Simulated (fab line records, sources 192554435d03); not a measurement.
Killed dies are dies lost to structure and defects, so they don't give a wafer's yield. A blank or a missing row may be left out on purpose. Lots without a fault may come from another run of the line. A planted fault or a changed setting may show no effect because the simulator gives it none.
fab line records | flow n5_finfet
record lots=24 wafers=72 last_day=19
route steps=1938 shown BEOL_M13@1670 BEOL_M14@1728
lots that met no fault: from a run of the same line without faults
start_h: hours from the record's first day to the start of the lot's first wafer shown | wait_h: hours since the lot's step before | " the same as in the row above | L1.1+2: a row that stands for several wafers | - no value, or no start given | * or withheld: withheld | < > ~ a bound
route shown NAME@n: a module of which the file shows steps, and the number in the route of the first | usual: mean/standard deviation of fault-free wafers | same: alike in all rows | chamber/n: place in a boat | sites: the reading at each site | _std_site: their standard deviation | _edge_site: outer sites' mean less inner sites' | radius_mm: how far each site lies from the wafer's centre | mask NAME#n: copy n | behind: the tool/chamber that last shaped the wafer | hold: why the lot was held/for how many hours/how that ended | device: the transistor (n, p or np) that didn't switch | end of line: the same wafers' tests at the end of the route | a step without rows: its recipe alone | killed: dies lost to structure and defects at the first sort, not the wafer's yield | map: a wafer's dies, x killed, . not, _ none there
set.NAME: the setting as run; set.NAME@STEP: as run at that earlier step | model.NAME: the simulator's own value behind a step, which no gauge read
steps of the route over a sample of lots; a table a step, a row a wafer
services: from which hour (start_h, from the record's first day; less than 0 if before it) a tool's chamber was out of use, for how many hours, and why
## steps
# step N5_BEOL_M13_OVL_MEAS_11
# recipe points_per_wafer=44
# usual V12_OVL=2/4.3
# columns lot.wafer tool chamber start_h wait_h V12_OVL[nm]
L075.2 overlay-01 0 268.23 0.0 5
L075.3 " 0 " " 7
L075.5 " 0 " " 8
L074.2 overlay-01 0 282.39 0.0 -5
L074.3 " 0 " " -4
L074.6 " 0 " " 1
L076.1 overlay-01 0 282.81 0.0 1
L076.4 " 0 " " 6
L076.5 " 0 " " 6
L077.3 overlay-02 0 287.35 0.0 3
L077.5 " 0 " " 1
L077.6 " 0 " " 4
L078.1 overlay-01 0 294.93 0.0 -3
L078.2 " 0 " " 5
L078.3 " 0 " " -3
L079.2 overlay-01 0 300.40 0.0 3
L079.4 " 0 " " -2
L079.6 " 0 " " -3
L082.4 overlay-02 0 303.74 0.0 5
L082.5 " 0 " " 0
L082.6 " 0 " " 2
L081.2 overlay-02 0 309.68 0.0 2
L081.3 " 0 " " 8
L081.5 " 0 " " -8
L080.1 overlay-01 0 318.72 0.0 9
L080.2 " 0 " " -3
L080.6 " 0 " " -1
L083.2 overlay-02 0 320.17 0.0 5
L083.3 " 0 " " 1
L083.5 " 0 " " 4
L084.1 overlay-02 0 324.91 0.0 -1
L084.4 " 0 " " 9
L084.6 " 0 " " 13
L085.2 overlay-01 0 325.71 0.0 2
L085.3 " 0 " " 7
L085.6 " 0 " " 0
L086.2 overlay-02 0 332.67 0.0 0
L086.3 " 0 " " 3
L086.4 " 0 " " 11
L088.2 overlay-01 0 351.26 0.0 -5
L088.5 " 0 " " 3
L088.6 " 0 " " 3
L087.1 overlay-02 0 358.15 0.0 0
L087.2 " 0 " " 1
L087.6 " 0 " " 0
L091.3 overlay-01 0 360.82 0.0 3
L091.4 " 0 " " 8
L091.6 " 0 " " 2
L089.2 overlay-02 0 375.76 0.0 0
L089.4 " 0 " " 1
L089.5 " 0 " " 0
L090.2 overlay-01 0 383.75 0.0 3
L090.3 " 0 " " 6
L090.4 " 0 " " 5
L093.1 overlay-01 0 387.62 0.0 5
L093.2 " 0 " " 6
L093.4 " 0 " " 2
L092.4 overlay-01 0 399.68 0.0 -2
L092.5 " 0 " " 4
L092.6 " 0 " " -2
L096.3 overlay-02 0 416.50 0.0 -2
L096.5 " 0 " " -1
L096.6 " 0 " " 1
L094.1 overlay-01 0 417.11 0.0 7
L094.2 " 0 " " 2
L094.3 " 0 " " 0
L095.1 overlay-02 0 417.69 0.0 10
L095.4 " 0 " " 4
L095.5 " 0 " " 16
L097.1 overlay-02 0 419.82 0.0 3
L097.5 " 0 " " 0
L097.6 " 0 " " -3
# step N5_BEOL_M13_CD_MEAS_28
# recipe target_cd_nm=209.5 landing_energy_ev=500 detector=se_inlens
# usual cd_nm=209.2/1
# columns lot.wafer tool chamber start_h wait_h cd_nm
L075.2 cd_sem-03 0 269.14 - 210.8
L075.3 " 0 " " 210.4
L075.5 " 0 " " 208.9
L074.2 cd_sem-01 0 283.31 - 209.3
L074.3 " 0 " " 209.4
L074.6 " 0 " " 209.2
L076.1 cd_sem-03 0 283.73 - 208.5
L076.4 " 0 " " 208.4
L076.5 " 0 " " 209.0
L077.3 cd_sem-02 0 288.27 - 208.9
L077.5 " 0 " " 208.2
L077.6 " 0 " " 208.0
L078.1 cd_sem-02 0 296.06 - 210.2
L078.2 " 0 " " 208.9
L078.3 " 0 " " 209.1
L079.2 cd_sem-03 0 301.44 - 207.9
L079.4 " 0 " " 210.3
L079.6 " 0 " " 208.7
L082.4 cd_sem-01 0 304.71 - 209.0
L082.5 " 0 " " 209.5
L082.6 " 0 " " 209.7
L081.2 cd_sem-03 0 310.81 - 210.1
L081.3 " 0 " " 210.2
L081.5 " 0 " " 208.9
L080.1 cd_sem-02 0 319.68 - 207.7
L080.2 " 0 " " 209.1
L080.6 " 0 " " 209.2
L083.2 cd_sem-02 0 321.46 - 210.1
L083.3 " 0 " " 210.2
L083.5 " 0 " " 208.5
L084.1 cd_sem-02 0 325.83 - 208.8
L084.4 " 0 " " 208.4
L084.6 " 0 " " 209.4
L085.2 cd_sem-01 0 326.62 - 209.1
L085.3 " 0 " " 208.4
L085.6 " 0 " " 208.3
L086.2 cd_sem-01 0 335.03 - 208.2
L086.3 " 0 " " 207.7
L086.4 " 0 " " 208.4
L088.2 cd_sem-02 0 352.30 - 209.9
L088.5 " 0 " " 210.4
L088.6 " 0 " " 207.5
L087.1 cd_sem-03 0 359.22 - 210.1
L087.2 " 0 " " 207.8
L087.6 " 0 " " 209.8
L091.3 cd_sem-03 0 361.86 - 207.0
L091.4 " 0 " " 207.2
L091.6 " 0 " " 207.3
L089.2 cd_sem-01 0 376.80 - 208.7
L089.4 " 0 " " 209.6
L089.5 " 0 " " 208.0
L090.2 cd_sem-01 0 384.66 - 210.5
L090.3 " 0 " " 209.6
L090.4 " 0 " " 209.1
L093.1 cd_sem-03 0 388.54 - 209.6
L093.2 " 0 " " 209.8
L093.4 " 0 " " 208.3
L092.4 cd_sem-03 0 400.76 - 211.2
L092.5 " 0 " " 209.1
L092.6 " 0 " " 207.9
L096.3 cd_sem-03 0 417.73 - 208.6
L096.5 " 0 " " 209.4
L096.6 " 0 " " 210.1
L094.1 cd_sem-03 0 418.41 - 211.6
L094.2 " 0 " " 209.4
L094.3 " 0 " " 209.7
L095.1 cd_sem-01 0 418.61 - 210.7
L095.4 " 0 " " 210.4
L095.5 " 0 " " 210.2
L097.1 cd_sem-02 0 420.74 - 209.3
L097.5 " 0 " " 207.9
L097.6 " 0 " " 209.2
# step N5_BEOL_M13_ETCH_68
# recipe chemistry=N2/H2 target=SOC mask_material=SiARC source_w=3000 bias_w=350 temp_c=40 time_s=355 ion_energy_ev=200 pressure_mtorr=30 n2_flow_sccm=200 h2_flow_sccm=200
# usual drypump_motor_current_A=5.7/0.33 oes_product_au=0.77/0.095 rf_vpp_V=523.9/2.5 showerhead_plenum_p_Torr=2.55/0.081 throttle_valve_pct=18.00/0.21
# columns lot.wafer tool chamber start_h wait_h drypump_motor_current_A oes_product_au rf_hours_counter_h rf_vpp_V showerhead_plenum_p_Torr throttle_valve_pct
L075.2 rie_diel-03 3 269.41 0.1 5.5 0.73 218 522.8 2.50 18.20
L075.3 " 0 " " 5.4 0.72 198 524.8 2.54 18.04
L075.5 " 3 " " 5.5 0.73 - 522.9 2.50 18.19
L074.2 rie_diel-03 3 283.57 0.1 5.5 0.72 223 523.7 2.50 18.21
L074.3 " 0 " " 5.4 0.72 203 521.9 2.53 18.07
L074.6 " 1 " " 5.9 0.90 - 530.5 2.70 17.90
L076.1 rie_diel-03 2 284.12 0.1 5.3 0.74 172 522.7 2.52 17.99
L076.4 " 3 " " 5.5 0.71 223 522.8 2.50 18.20
L076.5 " 2 " " 5.4 0.73 - 523.9 2.52 18.00
L077.3 rie_diel-01 2 288.54 0.1 5.5 0.71 198 525.4 2.63 18.17
L077.5 " 1 " " 6.0 0.73 - 522.6 2.52 18.20
L077.6 " 2 " " 5.5 0.71 - 525.4 2.63 18.19
L078.1 rie_diel-02 3 296.33 0.1 5.1 0.89 47 528.7 2.69 17.79
L078.2 " 1 " " 5.6 0.70 215 526.2 2.63 18.11
L078.3 " 2 " " 5.6 0.69 224 522.6 2.51 18.13
L079.2 rie_diel-02 3 301.71 0.1 5.1 0.89 50 527.9 2.69 17.79
L079.4 " 0 " " 5.8 0.82 83 520.6 2.48 17.48
L079.6 " 2 " " 5.7 0.69 - 524.0 2.51 18.14
L082.4 rie_diel-01 2 305.08 0.1 5.5 0.71 - 526.4 2.63 18.18
L082.5 " 1 " " 6.0 0.72 - 523.3 2.52 18.21
L082.6 " 0 " " 5.7 0.69 - 522.4 2.52 18.15
L081.2 rie_diel-03 1 311.08 0.1 6.0 0.87 34 528.3 2.70 17.91
L081.3 " 0 " " 5.4 0.71 211 522.4 2.53 18.09
L081.5 " 0 " " 5.4 0.71 - 521.4 2.53 18.09
L080.1 rie_diel-01 1 319.95 0.1 6.0 0.71 226 522.2 2.51 18.21
L080.2 " 0 " " 5.8 0.68 232 522.2 2.52 18.15
L080.6 " 0 " " 5.7 0.68 - 523.8 2.52 18.15
L083.2 rie_diel-03 1 321.72 0.1 6.0 0.88 37 528.5 2.70 17.92
L083.3 " 0 " " 5.4 0.72 215 523.2 2.53 18.09
L083.5 " 3 " " 5.5 0.71 - 523.3 2.50 18.23
L084.1 rie_diel-03 1 326.10 0.1 5.9 0.87 38 530.3 2.70 17.93
L084.4 " 3 " " 5.5 0.71 236 523.0 2.50 18.22
L084.6 " 0 " " 5.4 0.71 - 522.9 2.53 18.10
L085.2 rie_diel-02 3 326.89 0.1 5.0 0.89 58 528.9 2.69 17.83
L085.3 " 1 " " 5.6 0.71 225 525.0 2.62 18.12
L085.6 " 0 " " 5.8 0.82 - 521.2 2.48 17.49
L086.2 rie_diel-02 1 337.59 0.1 5.6 0.71 229 526.5 2.62 18.14
L086.3 " 2 " " 5.7 0.69 239 522.8 2.50 18.16
L086.4 " 0 " " 5.7 0.82 95 521.8 2.47 17.50
L088.2 rie_diel-02 0 352.57 0.1 5.8 0.81 101 521.8 2.47 17.53
L088.5 " 1 " " 5.6 0.69 - 525.2 2.62 18.15
L088.6 " 2 " " 5.7 0.68 - 523.1 2.50 18.16
L087.1 rie_diel-03 0 359.49 0.1 5.4 0.70 221 522.6 2.53 18.10
L087.2 " 3 " " 5.5 0.70 241 522.2 2.49 18.23
L087.6 " 1 " " 6.0 0.86 - 526.9 2.69 17.92
L091.3 rie_diel-01 2 362.13 0.1 5.5 0.69 229 525.9 2.62 18.23
L091.4 " 1 " " 6.0 0.71 - 524.4 2.51 18.22
L091.6 " 2 " " 5.5 0.68 - 525.7 2.62 18.25
L089.2 rie_diel-03 0 377.06 0.1 5.4 0.71 227 523.8 2.52 18.13
L089.4 " 2 " " 5.3 0.71 195 524.3 2.51 18.04
L089.5 " 3 " " 5.5 0.71 - 523.1 2.49 18.22
L090.2 rie_diel-01 2 384.95 0.1 5.5 0.68 238 526.5 2.62 18.25
L090.3 " 3 " " 6.5 0.70 223 520.3 2.42 18.03
L090.4 " 3 " " 6.5 0.70 - 519.7 2.42 18.03
L093.1 rie_diel-02 1 388.81 0.1 5.6 0.69 245 525.5 2.62 18.17
L093.2 " 0 " " 5.8 0.79 113 521.8 2.47 17.53
L093.4 " 3 " " 5.0 0.86 80 527.5 2.68 17.86
L092.4 rie_diel-01 3 401.13 0.1 6.5 0.70 - 519.6 2.41 18.03
L092.5 " 1 " " 6.1 1.00 - 523.0 2.50 17.87
L092.6 " 2 " " 5.5 0.68 - 524.4 2.61 18.27
L096.3 rie_diel-01 3 418.00 0.1 6.4 0.69 236 520.1 2.41 18.08
L096.5 " 3 " " 6.4 0.69 - 519.9 2.41 18.07
L096.6 " 0 " " 5.7 0.97 - 523.5 2.51 17.76
L094.1 rie_diel-01 3 418.68 0.1 6.5 0.69 237 518.2 2.41 18.05
L094.2 " 1 " " 6.1 0.96 10 522.3 2.50 17.88
L094.3 " 0 " " 5.7 0.98 3 522.4 2.51 17.76
L095.1 rie_diel-02 0 418.88 0.1 5.8 0.78 123 523.0 2.46 17.55
L095.4 " 3 " " 5.0 0.84 - 526.6 2.67 17.86
L095.5 " 0 " " 5.8 0.78 - 521.6 2.46 17.54
L097.1 rie_diel-02 2 421.26 0.1 5.6 0.95 11 522.9 2.49 17.71
L097.5 " 0 " " 5.8 0.78 - 522.0 2.46 17.56
L097.6 " 2 " " 5.7 0.94 - 523.7 2.49 17.73
# step N5_BEOL_M13_PRE_CLEAN_42
# recipe gas=H2/He time_s=30 temp_c=250
# usual heater_power_w=332/49
# columns lot.wafer tool chamber start_h wait_h heater_power_w
L075.2 pvd_sputter-01 - 272.26 0.0 348
L075.3 " - " " 367
L075.5 " - " " 338
L074.2 pvd_sputter-02 - 286.29 0.0 328
L074.3 " - " " 325
L074.6 " - " " 373
L076.1 pvd_sputter-03 - 288.29 0.0 304
L076.4 " - " " 298
L076.5 " - " " 296
L077.3 pvd_sputter-03 - 294.30 0.0 298
L077.5 " - " " 324
L077.6 " - " " 300
L078.1 pvd_sputter-03 - 298.06 0.0 302
L078.2 " - " " 376
L078.3 " - " " 303
L079.2 pvd_sputter-02 - 302.77 0.0 369
L079.4 " - " " 402
L079.6 " - " " 323
L082.4 pvd_sputter-03 - 307.11 0.0 328
L082.5 " - " " 370
L082.6 " - " " 297
L081.2 pvd_sputter-03 - 311.84 0.0 343
L081.3 " - " " 380
L081.5 " - " " 385
L080.1 pvd_sputter-01 - 323.10 0.0 334
L080.2 " - " " 354
L080.6 " - " " 221
L083.2 pvd_sputter-03 - 323.26 0.0 383
L083.3 " - " " 323
L083.5 " - " " 383
L084.1 pvd_sputter-02 - 327.44 0.0 417
L084.4 " - " " 331
L084.6 " - " " 328
L085.2 pvd_sputter-01 - 329.80 0.0 330
L085.3 " - " " 219
L085.6 " - " " 342
L086.2 pvd_sputter-01 - 339.87 0.0 223
L086.3 " - " " 349
L086.4 " - " " 222
L088.2 pvd_sputter-01 - 358.34 0.0 217
L088.5 " - " " 216
L088.6 " - " " 347
L087.1 pvd_sputter-01 - 362.66 0.0 358
L087.2 " - " " 341
L087.6 " - " " 336
L091.3 pvd_sputter-02 - 363.36 0.0 330
L091.4 " - " " 333
L091.6 " - " " 366
L089.2 pvd_sputter-02 - 378.55 0.0 343
L089.4 " - " " 335
L089.5 " - " " 330
L090.2 pvd_sputter-02 - 386.64 0.0 324
L090.3 " - " " 419
L090.4 " - " " 364
L093.1 pvd_sputter-01 - 391.23 0.0 339
L093.2 " - " " 222
L093.4 " - " " 344
L092.4 pvd_sputter-01 - 406.78 0.0 220
L092.5 " - " " 338
L092.6 " - " " 227
L094.1 pvd_sputter-03 - 422.90 0.0 380
L094.2 " - " " 303
L094.3 " - " " 343
L095.1 pvd_sputter-01 - 423.32 0.0 358
L095.4 " - " " 349
L095.5 " - " " 360
L097.1 pvd_sputter-01 - 423.68 0.0 352
L097.5 " - " " 362
L097.6 " - " " 351
L096.3 pvd_sputter-02 - 423.69 0.0 427
L096.5 " - " " 369
L096.6 " - " " 323
# step N5_BEOL_M14_INSPECT_12
# recipe mode=adi inspect_instrument=macro
# usual raw_defect_count=1.9/1.2
# columns lot.wafer tool chamber start_h wait_h raw_defect_count
L075.2 defect_inspect-02 - 274.08 0.0 1
L075.3 " - " " 2
L075.5 " - " " 4
L074.2 defect_inspect-02 - 288.74 0.0 3
L074.3 " - " " 1
L074.6 " - " " 1
L076.1 defect_inspect-02 - 290.12 0.0 2
L076.4 " - " " 1
L076.5 " - " " 0
L077.3 defect_inspect-01 - 296.11 0.0 1
L077.5 " - " " 1
L077.6 " - " " 0
L078.1 defect_inspect-01 - 299.87 0.0 2
L078.2 " - " " 3
L078.3 " - " " 2
L079.2 defect_inspect-01 - 304.99 0.0 1
L079.4 " - " " 2
L079.6 " - " " 0
L082.4 defect_inspect-02 - 309.08 0.0 2
L082.5 " - " " 1
L082.6 " - " " 4
L081.2 defect_inspect-01 - 313.79 0.0 2
L081.3 " - " " 2
L081.5 " - " " 2
L080.1 defect_inspect-02 - 325.18 0.0 2
L080.2 " - " " 3
L080.6 " - " " 3
L083.2 defect_inspect-01 - 325.50 0.0 2
L083.3 " - " " 6
L083.5 " - " " 1
L084.1 defect_inspect-01 - 329.25 0.0 2
L084.4 " - " " 2
L084.6 " - " " 4
L085.2 defect_inspect-02 - 331.62 0.0 1
L085.3 " - " " 3
L085.6 " - " " 3
L086.2 defect_inspect-02 - 341.70 0.0 3
L086.3 " - " " 4
L086.4 " - " " 2
L088.2 defect_inspect-01 - 360.44 0.0 2
L088.5 " - " " 2
L088.6 " - " " 0
L087.1 defect_inspect-01 - 364.60 0.0 0
L087.2 " - " " 3
L087.6 " - " " 2
L091.3 defect_inspect-01 - 365.17 0.0 2
L091.4 " - " " 1
L091.6 " - " " 3
L089.2 defect_inspect-02 - 380.51 0.0 2
L089.4 " - " " 1
L089.5 " - " " 1
L090.2 defect_inspect-01 - 388.81 0.0 2
L090.3 " - " " 1
L090.4 " - " " 1
L093.1 defect_inspect-01 - 393.04 0.0 1
L093.2 " - " " 2
L093.4 " - " " 3
L092.4 defect_inspect-02 - 408.75 0.0 2
L092.5 " - " " 1
L092.6 " - " " 0
L094.1 defect_inspect-01 - 425.20 0.0 1
L094.2 " - " " 2
L094.3 " - " " 2
L095.1 defect_inspect-02 - 425.68 0.0 1
L095.4 " - " " 2
L095.5 " - " " 1
L097.1 defect_inspect-02 - 426.03 0.0 6
L097.5 " - " " 1
L097.6 " - " " 0
L096.3 defect_inspect-02 - 426.08 0.0 4
L096.5 " - " " 1
L096.6 " - " " 0
# step N5_BEOL_M14_DESCUM_15
# recipe chemistry=O2 time_s=7.9 source_power_w=50 bias_power_w=20 pressure_mtorr=20 rf_frequency_hz=2.712e+07 temp_c=40 o2_flow_sccm=225
# usual drypump_motor_current_A=5.76/0.26 o2_flow_sccm=225.0/0.66 oes_product_au=0.82/0.057 rf_vpp_V=243.4/1.2 showerhead_plenum_p_Torr=2.11/0.062 throttle_valve_pct=20.26/0.25
# columns lot.wafer tool chamber start_h wait_h drypump_motor_current_A o2_flow_sccm oes_product_au rf_hours_counter_h rf_vpp_V showerhead_plenum_p_Torr throttle_valve_pct
L075.2 rie_diel-06 3 274.11 0.0 5.27 225.3 0.91 24 243.4 2.12 19.78
L075.3 " 1 " " 5.60 225.3 0.79 107 240.7 2.03 20.27
L075.5 " 2 " " 5.75 225.9 0.83 - 244.4 2.20 20.03
L074.2 rie_diel-05 3 288.77 0.0 5.93 224.1 0.90 23 241.9 2.04 20.27
L074.3 " 2 " " 6.13 225.3 0.81 110 244.1 2.08 20.52
L074.6 " 2 " " 6.13 223.4 0.81 - 243.8 2.09 20.51
L076.1 rie_diel-05 0 290.15 0.0 5.60 225.4 0.75 154 244.0 2.11 20.30
L076.4 " 1 " " 5.80 224.9 0.85 53 243.4 2.11 19.85
L076.5 " 3 " " 5.90 225.4 0.90 - 242.3 2.04 20.30
L077.3 rie_diel-05 1 296.89 0.8 5.80 224.4 0.85 56 244.4 2.11 19.86
L077.5 " 2 " " 6.13 226.0 0.79 - 242.1 2.08 20.53
L077.6 " 1 " " 5.80 224.5 0.84 - 242.4 2.11 19.86
L078.1 rie_diel-05 1 300.93 1.1 5.82 223.3 0.84 58 243.8 2.11 19.84
L078.2 " 2 " " 6.16 224.6 0.79 115 242.1 2.08 20.54
L078.3 " 3 " " 5.89 225.1 0.88 28 242.0 2.04 20.27
L079.2 rie_diel-06 1 306.05 1.1 5.62 224.9 0.80 122 242.9 2.02 20.30
L079.4 " 0 " " 5.58 224.3 0.81 93 243.2 2.19 20.46
L079.6 " 0 " " 5.61 224.9 0.82 - 244.4 2.19 20.45
L082.4 rie_diel-06 2 309.35 0.3 5.74 224.3 0.81 86 244.0 2.20 20.04
L082.5 " 3 " " 5.27 225.3 0.90 - 243.5 2.12 19.79
L082.6 " 2 " " 5.77 224.9 0.81 - 243.4 2.20 20.06
L081.2 rie_diel-05 3 315.01 1.2 5.93 226.4 0.86 38 242.9 2.04 20.30
L081.3 " 0 " " 5.55 225.3 0.74 159 243.6 2.11 20.33
L081.5 " 1 " " 5.78 224.2 0.82 - 244.6 2.11 19.87
L080.1 rie_diel-06 2 325.21 0.0 5.75 224.5 0.82 93 243.7 2.19 20.06
L080.2 " 3 " " 5.25 224.9 0.89 44 243.0 2.11 19.82
L080.6 " 0 " " 5.60 225.9 0.80 - 245.0 2.19 20.47
L083.2 rie_diel-04 3 325.53 0.0 6.04 225.5 0.82 87 246.1 2.21 20.52
L083.3 " 2 " " 5.45 225.0 0.99 2 246.1 2.23 20.47
L083.5 " 3 " " 6.02 225.7 0.82 - 245.3 2.21 20.51
L084.1 rie_diel-05 2 329.28 0.0 6.16 225.7 0.78 132 243.4 2.08 20.55
L084.4 " 1 " " 5.81 225.1 0.82 75 244.1 2.10 19.88
L084.6 " 2 " " 6.14 225.5 0.78 - 243.5 2.08 20.56
L085.2 rie_diel-05 1 331.65 0.0 5.81 225.3 0.82 77 243.3 2.10 19.91
L085.3 " 3 " " 5.93 225.0 0.85 46 242.6 2.04 20.31
L085.6 " 2 " " 6.15 225.4 0.78 - 243.0 2.08 20.57
L086.2 rie_diel-04 0 341.84 0.1 5.40 225.1 0.88 26 242.1 2.05 20.11
L086.3 " 2 " " 5.48 225.4 0.95 10 244.7 2.23 20.49
L086.4 " 3 " " 6.03 225.3 0.81 95 246.0 2.21 20.52
L088.2 rie_diel-04 2 360.47 0.0 5.45 224.2 0.94 15 243.8 2.23 20.48
L088.5 " 3 " " 6.03 224.7 0.81 - 245.7 2.21 20.52
L088.6 " 0 " " 5.45 224.2 0.88 - 243.0 2.05 20.09
L087.1 rie_diel-05 2 364.63 0.0 6.15 225.9 0.77 142 243.9 2.07 20.59
L087.2 " 1 " " 5.80 225.3 0.81 87 242.8 2.10 19.89
L087.6 " 2 " " 6.14 227.0 0.77 - 242.8 2.07 20.58
L091.3 rie_diel-04 3 365.21 0.0 6.03 224.4 0.80 101 243.5 2.21 20.53
L091.4 " 2 " " 5.45 225.3 0.94 16 245.9 2.23 20.49
L091.6 " 2 " " 5.44 225.2 0.94 - 244.8 2.23 20.50
L089.2 rie_diel-04 1 380.54 0.0 6.05 225.3 0.85 65 244.2 2.11 20.30
L089.4 " 2 " " 5.44 225.3 0.92 23 243.5 2.22 20.52
L089.5 " 0 " " 5.46 225.1 0.87 - 240.9 2.05 20.11
L090.2 rie_diel-05 0 388.85 0.0 5.59 224.9 0.72 185 243.8 2.10 20.36
L090.3 " 2 " " 6.13 225.6 0.76 150 243.9 2.07 20.60
L090.4 " 3 " " 5.92 225.1 0.82 63 242.1 2.03 20.34
L093.1 rie_diel-06 0 393.08 0.0 5.53 225.6 0.77 123 246.0 2.18 20.52
L093.2 " 1 " " 5.62 225.6 0.75 151 241.3 2.01 20.31
L093.4 " 2 " " 5.74 225.6 0.79 114 245.2 2.19 20.10
L092.4 rie_diel-05 0 408.79 0.0 5.60 225.3 0.72 190 243.6 2.10 20.36
L092.5 " 2 " " 6.14 225.4 0.76 - 241.7 2.07 20.61
L092.6 " 3 " " 5.92 224.3 0.83 - 241.5 2.03 20.35
L094.1 rie_diel-04 2 425.24 0.0 5.43 225.9 0.89 38 245.0 2.22 20.55
L094.2 " 0 " " 5.44 223.9 0.84 55 242.6 2.04 20.12
L094.3 " 1 " " 6.03 227.9 0.84 80 243.5 2.10 20.32
L095.1 rie_diel-06 1 425.72 0.0 5.61 225.1 0.74 164 242.0 2.01 20.37
L095.4 " 0 " " 5.60 224.9 0.77 133 244.8 2.18 20.52
L095.5 " 1 " " 5.59 225.0 0.74 - 242.4 2.01 20.34
L097.1 rie_diel-05 2 426.26 0.2 6.16 223.9 0.75 162 243.4 2.07 20.61
L097.5 " 0 " " 5.58 224.8 0.71 - 243.8 2.09 20.37
L097.6 " 3 " " 5.87 224.0 0.81 - 241.8 2.03 20.34
L096.3 rie_diel-05 1 426.68 0.6 5.81 225.3 0.80 107 244.9 2.09 19.94
L096.5 " 1 " " 5.82 225.3 0.79 - 243.3 2.09 19.93
L096.6 " 0 " " 5.60 225.2 0.72 - 242.7 2.09 20.38
## services
# columns tool chamber start_h hours kind
pvd_sputter-03 - 256.81 10.5 repair
rie_diel-03 0 260.05 1.3 repair
rie_diel-04 - 292.12 28.1 pm
rie_diel-04 1 326.00 10.0 repair
rie_diel-03 - 329.81 14.6 pm
rie_diel-05 0 329.85 3.2 repair
rie_diel-01 - 333.19 2.8 pm
rie_diel-05 - 339.29 2.8 pm
rie_diel-04 - 341.02 0.3 repair
rie_diel-05 1 355.98 1.7 repair
rie_diel-02 2 368.90 - clean
rie_diel-02 2 368.90 - consumable_replace:focus_ring
rie_diel-02 2 368.90 14.5 scheduled_down
rie_diel-02 2 368.90 14.5 vent_cycle
rie_diel-01 1 381.97 - clean
rie_diel-01 1 381.97 - consumable_replace:focus_ring
rie_diel-01 1 381.97 14.6 scheduled_down
rie_diel-01 1 381.97 14.6 vent_cycle
rie_diel-03 3 389.85 - clean
rie_diel-04 - 391.12 0.2 repair
rie_diel-06 0 393.32 5.4 repair
pvd_sputter-02 - 394.73 1.5 repair
rie_diel-02 2 402.51 9.0 repair
rie_diel-02 0 411.74 1.9 repair
## key
fault none
